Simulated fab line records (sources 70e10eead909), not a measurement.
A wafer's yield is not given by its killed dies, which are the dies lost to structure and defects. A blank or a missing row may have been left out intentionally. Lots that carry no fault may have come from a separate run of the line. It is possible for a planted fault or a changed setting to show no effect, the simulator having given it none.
Chamber matching / flow nand-harc / NHARC_P_ZERO_WELL_ETCH_63 on rie-si-06 has 4 sister chambers
The step etches the open film in HBr/Cl2, target depth 120 nm, time 40.1 s. 4 wafers are shown with their chamber, then 9 later ones without.

WAFERS, EACH WITH ITS CHAMBER
wafer=L086.4; chamber=0; rf-fwd-power-W (W)=393.7
wafer=L087.1; chamber=1; rf-fwd-power-W (W)=393.9
wafer=L087.5; chamber=3; rf-fwd-power-W (W)=395.6
wafer=L087.6; chamber=2; rf-fwd-power-W (W)=392.6

WAFERS WHOSE CHAMBER IS MISSING
wafer=L090.1; rf-fwd-power-W (W)=398.8
wafer=L090.4; rf-fwd-power-W (W)=393.1
wafer=L090.5; rf-fwd-power-W (W)=391.8
wafer=L092.2; rf-fwd-power-W (W)=392.7
wafer=L092.3; rf-fwd-power-W (W)=393.3
wafer=L092.4; rf-fwd-power-W (W)=395.7
wafer=L094.1; rf-fwd-power-W (W)=391.8
wafer=L094.4; rf-fwd-power-W (W)=395.1
wafer=L094.6; rf-fwd-power-W (W)=396.3

EACH ONE'S CHAMBER
wafer=L090.1; from the rows above=can't be placed: 3 or 1 or 0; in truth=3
wafer=L090.4; from the rows above=can't be placed: 2 or 0 or 1 or 3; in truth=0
wafer=L090.5; from the rows above=can't be placed: 2 or 0 or 1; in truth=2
wafer=L092.2; from the rows above=can't be placed: 2 or 0 or 1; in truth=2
wafer=L092.3; from the rows above=can't be placed: 0 or 1 or 2 or 3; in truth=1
wafer=L092.4; from the rows above=can't be placed: 3 or 1 or 0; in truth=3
wafer=L094.1; from the rows above=can't be placed: 2 or 0 or 1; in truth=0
wafer=L094.4; from the rows above=can't be placed: 3 or 1 or 0 or 2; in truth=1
wafer=L094.6; from the rows above=can't be placed: 3 or 1 or 0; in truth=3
Correctly placed: 0 of 9. Unplaceable from these rows: 9, with the true chamber sitting among the candidates in 9. 0 placed wrongly.
How it was worked out, from the rows above alone: a wafer's distance from a chamber is the root of the sum, over the readings, of the square of ((its reading less the chamber's mean) divided by the reading's scatter). The wafer belongs to the nearest chamber; if the next one is less than 2 further off, it can't be placed. A chamber's mean is the mean of its shown wafers. The scatter: with one shown wafer a chamber, the root of the mean of the squares of how far each hidden wafer lies from its nearest shown one.
